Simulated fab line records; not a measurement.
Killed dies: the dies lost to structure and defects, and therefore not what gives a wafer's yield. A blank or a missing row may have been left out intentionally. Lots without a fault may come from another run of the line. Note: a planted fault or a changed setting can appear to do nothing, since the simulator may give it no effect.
Which tool is to blame? / flow n5-finfet / 72 wafers from 24 lots sampled at 6 of the route's 1938 steps

## WHAT THE GAUGES READ, wafer by wafer
N5_BEOL_M11_THK_MEAS_01.
lot=L074; measured=day 10 06:40; on=film-metro-02; M11_ILD_THK (nm)=269 267 270
lot=L075; measured=day 10 16:05; on=film-metro-01; M11_ILD_THK (nm)=268 271 273
lot=L076; measured=day 11 00:43; on=film-metro-02; M11_ILD_THK (nm)=262 268 267
lot=L077; measured=day 11 01:48; on=film-metro-02; M11_ILD_THK (nm)=269 271 274
lot=L078; measured=day 11 10:31; on=film-metro-01; M11_ILD_THK (nm)=266 265 270
lot=L079; measured=day 11 14:18; on=film-metro-02; M11_ILD_THK (nm)=265 269 267
lot=L081; measured=day 12 02:44; on=film-metro-01; M11_ILD_THK (nm)=267 268 275
lot=L080; measured=day 12 04:10; on=film-metro-01; M11_ILD_THK (nm)=268 268 271
lot=L083; measured=day 12 09:29; on=film-metro-01; M11_ILD_THK (nm)=265 261 267
lot=L082; measured=day 12 11:11; on=film-metro-01; M11_ILD_THK (nm)=269 263 264
lot=L084; measured=day 13 04:44; on=film-metro-01; M11_ILD_THK (nm)=264 264 268
lot=L085; measured=day 13 06:20; on=film-metro-01; M11_ILD_THK (nm)=266 272 270
lot=L087; measured=day 13 11:22; on=film-metro-01; M11_ILD_THK (nm)=266 266 268
lot=L086; measured=day 13 15:38; on=film-metro-01; M11_ILD_THK (nm)=263 268 268
lot=L088; measured=day 13 17:08; on=film-metro-02; M11_ILD_THK (nm)=274 271 270
lot=L089; measured=day 14 08:17; on=film-metro-02; M11_ILD_THK (nm)=267 272 268
lot=L090; measured=day 14 20:24; on=film-metro-02; M11_ILD_THK (nm)=270 271 267
lot=L093; measured=day 14 20:53; on=film-metro-01; M11_ILD_THK (nm)=264 264 269
lot=L091; measured=day 14 21:34; on=film-metro-01; M11_ILD_THK (nm)=262 270 271
lot=L092; measured=day 15 06:59; on=film-metro-01; M11_ILD_THK (nm)=269 266 270
lot=L096; measured=day 16 06:15; on=film-metro-02; M11_ILD_THK (nm)=265 267 268
lot=L094; measured=day 16 14:20; on=film-metro-02; M11_ILD_THK (nm)=266 265 266
lot=L095; measured=day 16 17:08; on=film-metro-01; M11_ILD_THK (nm)=268 268 275
lot=L097; measured=day 17 08:12; on=film-metro-01; M11_ILD_THK (nm)=266 269 273

N5_BEOL_M11_OVL_MEAS_12.
lot=L074; measured=day 10 09:15; on=overlay-01; M11_OVL (nm)=-1.8 0.5 -0.7
lot=L075; measured=day 10 17:14; on=overlay-01; M11_OVL (nm)=0.5 0.5 -0.1
lot=L076; measured=day 11 03:22; on=overlay-02; M11_OVL (nm)=0.9 -1.1 -0.1
lot=L077; measured=day 11 03:37; on=overlay-02; M11_OVL (nm)=-0.6 -1.3 -1.2
lot=L078; measured=day 11 12:55; on=overlay-01; M11_OVL (nm)=-0.4 0.4 0.2
lot=L079; measured=day 11 15:27; on=overlay-02; M11_OVL (nm)=-0.1 -0.5 -0.2
lot=L081; measured=day 12 05:20; on=overlay-02; M11_OVL (nm)=-0.8 -1.0 -2.1
lot=L080; measured=day 12 06:02; on=overlay-02; M11_OVL (nm)=0.3 -1.4 -0.2
lot=L083; measured=day 12 10:08; on=overlay-02; M11_OVL (nm)=-1.4 -0.2 -1.3
lot=L082; measured=day 12 13:17; on=overlay-01; M11_OVL (nm)=0.1 -0.7 -0.2
lot=L084; measured=day 13 05:29; on=overlay-01; M11_OVL (nm)=-0.5 -0.4 -0.6
lot=L085; measured=day 13 08:20; on=overlay-02; M11_OVL (nm)=0.4 -1.0 -0.3
lot=L087; measured=day 13 11:52; on=overlay-01; M11_OVL (nm)=-1.2 0.0 0.5
lot=L086; measured=day 13 17:47; on=overlay-02; M11_OVL (nm)=0.1 -0.2 -0.9
lot=L088; measured=day 13 18:31; on=overlay-02; M11_OVL (nm)=0.5 -1.1 -0.3
lot=L089; measured=day 14 12:04; on=overlay-01; M11_OVL (nm)=0.5 0.5 0.0
lot=L090; measured=day 15 00:06; on=overlay-01; M11_OVL (nm)=-1.0 -0.8 -1.3
lot=L093; measured=day 15 00:16; on=overlay-01; M11_OVL (nm)=-0.9 -0.1 -0.3
lot=L091; measured=day 15 00:31; on=overlay-01; M11_OVL (nm)=-0.7 -1.2 0.8
lot=L092; measured=day 15 08:04; on=overlay-01; M11_OVL (nm)=-0.2 -0.6 0.9
lot=L096; measured=day 16 07:59; on=overlay-01; M11_OVL (nm)=1.0 0.6 0.6
lot=L094; measured=day 16 15:25; on=overlay-02; M11_OVL (nm)=-0.5 -0.3 0.3
lot=L095; measured=day 16 18:38; on=overlay-02; M11_OVL (nm)=0.5 1.0 0.9
lot=L097; measured=day 17 08:57; on=overlay-01; M11_OVL (nm)=-0.3 -0.6 -1.0

N5_BEOL_M11_CD_MEAS_18: pitch 140 nm, target cd 70 nm.
lot=L074; measured=day 10 09:46; on=cd-sem-03; cd-nm (nm)=70.3 70.5 71.6
lot=L075; measured=day 10 17:56; on=cd-sem-01; cd-nm (nm)=69.7 71.0 69.7
lot=L076; measured=day 11 03:58; on=cd-sem-02; cd-nm (nm)=70.1 69.8 70.3
lot=L077; measured=day 11 04:11; on=cd-sem-01; cd-nm (nm)=70.5 70.0 70.2
lot=L078; measured=day 11 13:35; on=cd-sem-02; cd-nm (nm)=69.7 69.7 70.1
lot=L079; measured=day 11 15:58; on=cd-sem-02; cd-nm (nm)=70.1 70.6 68.7
lot=L081; measured=day 12 06:00; on=cd-sem-01; cd-nm (nm)=70.8 70.1 70.1
lot=L080; measured=day 12 06:44; on=cd-sem-03; cd-nm (nm)=70.3 70.3 69.0
lot=L083; measured=day 12 10:44; on=cd-sem-01; cd-nm (nm)=70.3 70.0 69.5
lot=L082; measured=day 12 13:47; on=cd-sem-01; cd-nm (nm)=71.2 71.0 70.9
lot=L084; measured=day 13 06:01; on=cd-sem-03; cd-nm (nm)=69.5 71.2 70.6
lot=L085; measured=day 13 08:53; on=cd-sem-01; cd-nm (nm)=70.4 70.2 70.1
lot=L087; measured=day 13 12:31; on=cd-sem-01; cd-nm (nm)=71.1 70.9 69.8
lot=L086; measured=day 13 18:17; on=cd-sem-03; cd-nm (nm)=70.2 70.1 69.3
lot=L088; measured=day 13 19:02; on=cd-sem-02; cd-nm (nm)=70.1 69.3 69.3
lot=L089; measured=day 14 12:35; on=cd-sem-02; cd-nm (nm)=69.5 69.6 69.5
lot=L090; measured=day 15 00:43; on=cd-sem-02; cd-nm (nm)=69.4 69.9 70.6
lot=L093; measured=day 15 00:51; on=cd-sem-01; cd-nm (nm)=69.7 70.0 70.7
lot=L091; measured=day 15 01:14; on=cd-sem-01; cd-nm (nm)=69.9 70.0 70.2
lot=L092; measured=day 15 09:50; on=cd-sem-01; cd-nm (nm)=69.8 70.3 70.2
lot=L096; measured=day 16 08:43; on=cd-sem-02; cd-nm (nm)=68.5 69.1 68.7
lot=L094; measured=day 16 15:58; on=cd-sem-02; cd-nm (nm)=70.2 69.9 70.0
lot=L095; measured=day 16 19:09; on=cd-sem-03; cd-nm (nm)=69.8 70.0 69.4
lot=L097; measured=day 17 09:28; on=cd-sem-03; cd-nm (nm)=69.4 70.3 69.7

## EACH LOT AND THE TOOL THAT RAN IT (in order: tool; ch and the chambers of the sampled wafers; start)
lot=L074; N5_BEOL_M10_ALD_74=ald-metal-02 ch 1,2,3, day 10 04:07; N5_BEOL_M10_SURFACE_TREAT_76=pvd-sputter-01, day 10 04:36; N5_BEOL_M11_ETCH_62=rie-diel-02 ch 0,1, day 10 09:23
lot=L075; N5_BEOL_M10_ALD_74=ald-metal-04 ch 0,1, day 10 13:37; N5_BEOL_M10_SURFACE_TREAT_76=pvd-sputter-01, day 10 14:01; N5_BEOL_M11_ETCH_62=rie-diel-06 ch 1,2,3, day 10 17:31
lot=L076; N5_BEOL_M10_ALD_74=ald-metal-03 ch 0,2,3, day 10 21:08; N5_BEOL_M10_SURFACE_TREAT_76=pvd-sputter-01, day 10 21:26; N5_BEOL_M11_ETCH_62=rie-diel-02 ch 1,2,3, day 11 03:31
lot=L077; N5_BEOL_M10_ALD_74=ald-metal-04 ch 0,1,3, day 10 23:41; N5_BEOL_M10_SURFACE_TREAT_76=pvd-sputter-02, day 10 23:58; N5_BEOL_M11_ETCH_62=rie-diel-02 ch 1,3, day 11 03:46
lot=L078; N5_BEOL_M10_ALD_74=ald-metal-03 ch 1,2,3, day 11 07:56; N5_BEOL_M10_SURFACE_TREAT_76=pvd-sputter-03, day 11 08:15; N5_BEOL_M11_ETCH_62=rie-diel-01 ch 0,2, day 11 13:13
lot=L079; N5_BEOL_M10_ALD_74=ald-metal-02 ch 0,3, day 11 11:57; N5_BEOL_M10_SURFACE_TREAT_76=pvd-sputter-03, day 11 12:22; N5_BEOL_M11_ETCH_62=rie-diel-06 ch 2,3, day 11 15:35
lot=L081; N5_BEOL_M10_ALD_74=ald-metal-03 ch 1,2,3, day 12 00:26; N5_BEOL_M10_SURFACE_TREAT_76=pvd-sputter-03, day 12 00:48; N5_BEOL_M11_ETCH_62=rie-diel-06 ch 0,2,3, day 12 05:38
lot=L080; N5_BEOL_M10_ALD_74=ald-metal-02 ch 1,2, day 12 00:56; N5_BEOL_M10_SURFACE_TREAT_76=pvd-sputter-01, day 12 01:17; N5_BEOL_M11_ETCH_62=rie-diel-01 ch 0,1,3, day 12 06:11
lot=L083; N5_BEOL_M10_ALD_74=ald-metal-02 ch 1,2,3, day 12 05:48; N5_BEOL_M10_SURFACE_TREAT_76=pvd-sputter-01, day 12 06:10; N5_BEOL_M11_ETCH_62=rie-diel-02 ch 0,1, day 12 10:16
lot=L082; N5_BEOL_M10_ALD_74=ald-metal-02 ch 0,1,3, day 12 08:58; N5_BEOL_M10_SURFACE_TREAT_76=pvd-sputter-01, day 12 09:15; N5_BEOL_M11_ETCH_62=rie-diel-06 ch 0,1,2, day 12 13:26
lot=L084; N5_BEOL_M10_ALD_74=ald-metal-04 ch 0,1,3, day 13 02:05; N5_BEOL_M10_SURFACE_TREAT_76=pvd-sputter-01, day 13 02:37; N5_BEOL_M11_ETCH_62=rie-diel-02 ch 0,1,2, day 13 05:38
lot=L085; N5_BEOL_M10_ALD_74=ald-metal-02 ch 0,1, day 13 03:46; N5_BEOL_M10_SURFACE_TREAT_76=pvd-sputter-01, day 13 04:11; N5_BEOL_M11_ETCH_62=rie-diel-02 ch 0,1,3, day 13 08:31
lot=L087; N5_BEOL_M10_ALD_74=ald-metal-03 ch 0,1,2, day 13 08:29; N5_BEOL_M10_SURFACE_TREAT_76=pvd-sputter-01, day 13 08:48; N5_BEOL_M11_ETCH_62=rie-diel-06 ch 2,3, day 13 12:04
lot=L086; N5_BEOL_M10_ALD_74=ald-metal-04 ch 0,1,2, day 13 11:40; N5_BEOL_M10_SURFACE_TREAT_76=pvd-sputter-01, day 13 13:30; N5_BEOL_M11_ETCH_62=rie-diel-06 ch 0,1, day 13 17:56
lot=L088; N5_BEOL_M10_ALD_74=ald-metal-03 ch 0,1,3, day 13 13:43; N5_BEOL_M10_SURFACE_TREAT_76=pvd-sputter-01, day 13 14:01; N5_BEOL_M11_ETCH_62=rie-diel-02 ch 0,1,3, day 13 18:40
lot=L089; N5_BEOL_M10_ALD_74=ald-metal-02 ch 0,1,3, day 14 06:04; N5_BEOL_M10_SURFACE_TREAT_76=pvd-sputter-01, day 14 06:21; N5_BEOL_M11_ETCH_62=rie-diel-06 ch 2,3, day 14 12:13
lot=L090; N5_BEOL_M10_ALD_74=ald-metal-04 ch 1,2, day 14 18:09; N5_BEOL_M10_SURFACE_TREAT_76=pvd-sputter-02, day 14 18:35; N5_BEOL_M11_ETCH_62=rie-diel-02 ch 0,1,3, day 15 00:14
lot=L093; N5_BEOL_M10_ALD_74=ald-metal-03 ch 0,1,3, day 14 18:20; N5_BEOL_M10_SURFACE_TREAT_76=pvd-sputter-02, day 14 18:40; N5_BEOL_M11_ETCH_62=rie-diel-06 ch 0,1,2, day 15 00:28
lot=L091; N5_BEOL_M10_ALD_74=ald-metal-04 ch 0,2,3, day 14 18:41; N5_BEOL_M10_SURFACE_TREAT_76=pvd-sputter-02, day 14 19:04; N5_BEOL_M11_ETCH_62=rie-diel-06 ch 0,1,2, day 15 00:48
lot=L092; N5_BEOL_M10_ALD_74=ald-metal-02 ch 0,1, day 15 04:51; N5_BEOL_M10_SURFACE_TREAT_76=pvd-sputter-03, day 15 05:08; N5_BEOL_M11_ETCH_62=rie-diel-06 ch 2,3, day 15 09:22
lot=L096; N5_BEOL_M10_ALD_74=ald-metal-02 ch 0,1,2, day 16 03:38; N5_BEOL_M10_SURFACE_TREAT_76=pvd-sputter-01, day 16 04:01; N5_BEOL_M11_ETCH_62=rie-diel-01 ch 0,1,3, day 16 08:20
lot=L094; N5_BEOL_M10_ALD_74=ald-metal-02 ch 0,1,3, day 16 11:26; N5_BEOL_M10_SURFACE_TREAT_76=pvd-sputter-03, day 16 11:56; N5_BEOL_M11_ETCH_62=rie-diel-01 ch 1,3, day 16 15:35
lot=L095; N5_BEOL_M10_ALD_74=ald-metal-02 ch 2,3, day 16 14:58; N5_BEOL_M10_SURFACE_TREAT_76=pvd-sputter-02, day 16 15:18; N5_BEOL_M11_ETCH_62=rie-diel-01 ch 0,1, day 16 18:47
lot=L097; N5_BEOL_M10_ALD_74=ald-metal-03 ch 1,3, day 17 05:44; N5_BEOL_M10_SURFACE_TREAT_76=pvd-sputter-01, day 17 06:14; N5_BEOL_M11_ETCH_62=rie-diel-01 ch 0,2,3, day 17 09:06
- N5_BEOL_M10_ALD_74: deposits TaN, target thk 2 nm, pulse time 2 s, purge time 3 s.
- N5_BEOL_M10_SURFACE_TREAT_76
- N5_BEOL_M11_ETCH_62: etches SOC in N2/H2, target depth 110 nm, overetch 22 nm, time 165 s.

## WHAT THE TOOLS THEMSELVES READ (means of the sampled wafers that have a number; where no wafer has one, the mark that the record gives instead)
N5_BEOL_M10_ALD_74.
lot=L074; tool=ald-metal-02; heater-power-w (W)=426; mfc-carrier-sccm (sccm)=1501
lot=L075; tool=ald-metal-04; heater-power-w (W)=415; mfc-carrier-sccm (sccm)=1494
lot=L076; tool=ald-metal-03; heater-power-w (W)=414; mfc-carrier-sccm (sccm)=1500
lot=L077; tool=ald-metal-04; heater-power-w (W)=435; mfc-carrier-sccm (sccm)=1504
lot=L078; tool=ald-metal-03; heater-power-w (W)=409; mfc-carrier-sccm (sccm)=1497
lot=L079; tool=ald-metal-02; heater-power-w (W)=460; mfc-carrier-sccm (sccm)=1501
lot=L081; tool=ald-metal-03; heater-power-w (W)=414; mfc-carrier-sccm (sccm)=1500
lot=L080; tool=ald-metal-02; heater-power-w (W)=397; mfc-carrier-sccm (sccm)=1498
lot=L083; tool=ald-metal-02; heater-power-w (W)=415; mfc-carrier-sccm (sccm)=1499
lot=L082; tool=ald-metal-02; heater-power-w (W)=432; mfc-carrier-sccm (sccm)=1500
lot=L084; tool=ald-metal-04; heater-power-w (W)=429; mfc-carrier-sccm (sccm)=1497
lot=L085; tool=ald-metal-02; heater-power-w (W)=411; mfc-carrier-sccm (sccm)=1501
lot=L087; tool=ald-metal-03; heater-power-w (W)=419; mfc-carrier-sccm (sccm)=1501
lot=L086; tool=ald-metal-04; heater-power-w (W)=415; mfc-carrier-sccm (sccm)=1499
lot=L088; tool=ald-metal-03; heater-power-w (W)=401; mfc-carrier-sccm (sccm)=1496
lot=L089; tool=ald-metal-02; heater-power-w (W)=427; mfc-carrier-sccm (sccm)=1502
lot=L090; tool=ald-metal-04; heater-power-w (W)=403; mfc-carrier-sccm (sccm)=1504
lot=L093; tool=ald-metal-03; heater-power-w (W)=402; mfc-carrier-sccm (sccm)=1501
lot=L091; tool=ald-metal-04; heater-power-w (W)=441; mfc-carrier-sccm (sccm)=1503
lot=L092; tool=ald-metal-02; heater-power-w (W)=400; mfc-carrier-sccm (sccm)=1502
lot=L096; tool=ald-metal-02; heater-power-w (W)=407; mfc-carrier-sccm (sccm)=1501
lot=L094; tool=ald-metal-02; heater-power-w (W)=435; mfc-carrier-sccm (sccm)=1495
lot=L095; tool=ald-metal-02; heater-power-w (W)=426; mfc-carrier-sccm (sccm)=1498
lot=L097; tool=ald-metal-03; heater-power-w (W)=406; mfc-carrier-sccm (sccm)=1497

N5_BEOL_M11_ETCH_62.
lot=L074; tool=rie-diel-02; drypump-motor-current-A (A)=5.7; oes-product-au (a.u.)=0.60; rf-vpp-V (V)=519.4; showerhead-plenum-p-Torr (Torr)=2.40; throttle-valve-pct (%)=18.02
lot=L075; tool=rie-diel-06; drypump-motor-current-A (A)=5.4; oes-product-au (a.u.)=0.72; rf-vpp-V (V)=524.9; showerhead-plenum-p-Torr (Torr)=2.57; throttle-valve-pct (%)=17.71
lot=L076; tool=rie-diel-02; drypump-motor-current-A (A)=5.8; oes-product-au (a.u.)=0.60; rf-vpp-V (V)=523.0; showerhead-plenum-p-Torr (Torr)=2.52; throttle-valve-pct (%)=17.86
lot=L077; tool=rie-diel-02; drypump-motor-current-A (A)=6.0; oes-product-au (a.u.)=0.58; rf-vpp-V (V)=521.6; showerhead-plenum-p-Torr (Torr)=2.46; throttle-valve-pct (%)=17.78
lot=L078; tool=rie-diel-01; drypump-motor-current-A (A)=5.5; oes-product-au (a.u.)=0.64; rf-vpp-V (V)=524.6; showerhead-plenum-p-Torr (Torr)=2.54; throttle-valve-pct (%)=17.90
lot=L079; tool=rie-diel-06; drypump-motor-current-A (A)=5.4; oes-product-au (a.u.)=0.67; rf-vpp-V (V)=524.8; showerhead-plenum-p-Torr (Torr)=2.58; throttle-valve-pct (%)=17.74
lot=L081; tool=rie-diel-06; drypump-motor-current-A (A)=5.6; oes-product-au (a.u.)=0.68; rf-vpp-V (V)=524.5; showerhead-plenum-p-Torr (Torr)=2.55; throttle-valve-pct (%)=17.80
lot=L080; tool=rie-diel-01; drypump-motor-current-A (A)=5.9; oes-product-au (a.u.)=0.68; rf-vpp-V (V)=524.1; showerhead-plenum-p-Torr (Torr)=2.55; throttle-valve-pct (%)=17.73
lot=L083; tool=rie-diel-02; drypump-motor-current-A (A)=5.4; oes-product-au (a.u.)=0.68; rf-vpp-V (V)=523.4; showerhead-plenum-p-Torr (Torr)=2.52; throttle-valve-pct (%)=17.73
lot=L082; tool=rie-diel-06; drypump-motor-current-A (A)=5.5; oes-product-au (a.u.)=0.71; rf-vpp-V (V)=522.9; showerhead-plenum-p-Torr (Torr)=2.54; throttle-valve-pct (%)=17.78
lot=L084; tool=rie-diel-02; drypump-motor-current-A (A)=5.6; oes-product-au (a.u.)=0.66; rf-vpp-V (V)=525.5; showerhead-plenum-p-Torr (Torr)=2.59; throttle-valve-pct (%)=17.89
lot=L085; tool=rie-diel-02; drypump-motor-current-A (A)=5.8; oes-product-au (a.u.)=0.73; rf-vpp-V (V)=523.7; showerhead-plenum-p-Torr (Torr)=2.53; throttle-valve-pct (%)=17.67
lot=L087; tool=rie-diel-06; drypump-motor-current-A (A)=5.4; oes-product-au (a.u.)=0.66; rf-vpp-V (V)=525.6; showerhead-plenum-p-Torr (Torr)=2.58; throttle-valve-pct (%)=17.76
lot=L086; tool=rie-diel-06; drypump-motor-current-A (A)=5.8; oes-product-au (a.u.)=0.75; rf-vpp-V (V)=522.2; showerhead-plenum-p-Torr (Torr)=2.48; throttle-valve-pct (%)=17.63
lot=L088; tool=rie-diel-02; drypump-motor-current-A (A)=5.8; oes-product-au (a.u.)=0.73; rf-vpp-V (V)=523.0; showerhead-plenum-p-Torr (Torr)=2.53; throttle-valve-pct (%)=17.67
lot=L089; tool=rie-diel-06; drypump-motor-current-A (A)=5.3; oes-product-au (a.u.)=0.62; rf-vpp-V (V)=525.4; showerhead-plenum-p-Torr (Torr)=2.60; throttle-valve-pct (%)=17.99
lot=L090; tool=rie-diel-02; drypump-motor-current-A (A)=5.8; oes-product-au (a.u.)=0.72; rf-vpp-V (V)=523.8; showerhead-plenum-p-Torr (Torr)=2.53; throttle-valve-pct (%)=17.70
lot=L093; tool=rie-diel-06; drypump-motor-current-A (A)=5.5; oes-product-au (a.u.)=0.69; rf-vpp-V (V)=523.1; showerhead-plenum-p-Torr (Torr)=2.53; throttle-valve-pct (%)=17.82
lot=L091; tool=rie-diel-06; drypump-motor-current-A (A)=5.5; oes-product-au (a.u.)=0.69; rf-vpp-V (V)=523.2; showerhead-plenum-p-Torr (Torr)=2.53; throttle-valve-pct (%)=17.81
lot=L092; tool=rie-diel-06; drypump-motor-current-A (A)=5.5; oes-product-au (a.u.)=0.65; rf-vpp-V (V)=524.8; showerhead-plenum-p-Torr (Torr)=2.57; throttle-valve-pct (%)=17.79
lot=L096; tool=rie-diel-01; drypump-motor-current-A (A)=5.9; oes-product-au (a.u.)=0.66; rf-vpp-V (V)=524.9; showerhead-plenum-p-Torr (Torr)=2.54; throttle-valve-pct (%)=17.76
lot=L094; tool=rie-diel-01; drypump-motor-current-A (A)=6.3; oes-product-au (a.u.)=0.69; rf-vpp-V (V)=523.2; showerhead-plenum-p-Torr (Torr)=2.51; throttle-valve-pct (%)=17.67
lot=L095; tool=rie-diel-01; drypump-motor-current-A (A)=5.7; oes-product-au (a.u.)=0.65; rf-vpp-V (V)=524.3; showerhead-plenum-p-Torr (Torr)=2.51; throttle-valve-pct (%)=17.88
lot=L097; tool=rie-diel-01; drypump-motor-current-A (A)=5.6; oes-product-au (a.u.)=0.62; rf-vpp-V (V)=525.0; showerhead-plenum-p-Torr (Torr)=2.56; throttle-valve-pct (%)=17.86

## THE ANSWER, worked out from the rows above alone
Rule: the usual values come from the lots themselves. The widest of any qualifying gaps counts: lots, ordered by their means at a reading, are off when they make up no more than a third of the lots, leave a main group of 4 or more, and stand apart from it by 3 or more times the standard deviation of that group's means. The tables above print the reading to a certain number of digits; a main group whose means all agree to those digits is not used. Also off: a lot with no number at a reading for which 4 or more lots have one. Where the step has rows for the other lots, those lots are counted as sound. The gauges are gone through in route order, then the tools' own readings, and for those a lot's mean is taken as printed above. The first step at which some lot is off is used, and at that step the reading that is off furthest; a lot without a number counts as furthest.
Across all readings shown, no lot is off: no conclusion can be drawn from this.

## WHAT THE SIMULATOR HAD INSERTED
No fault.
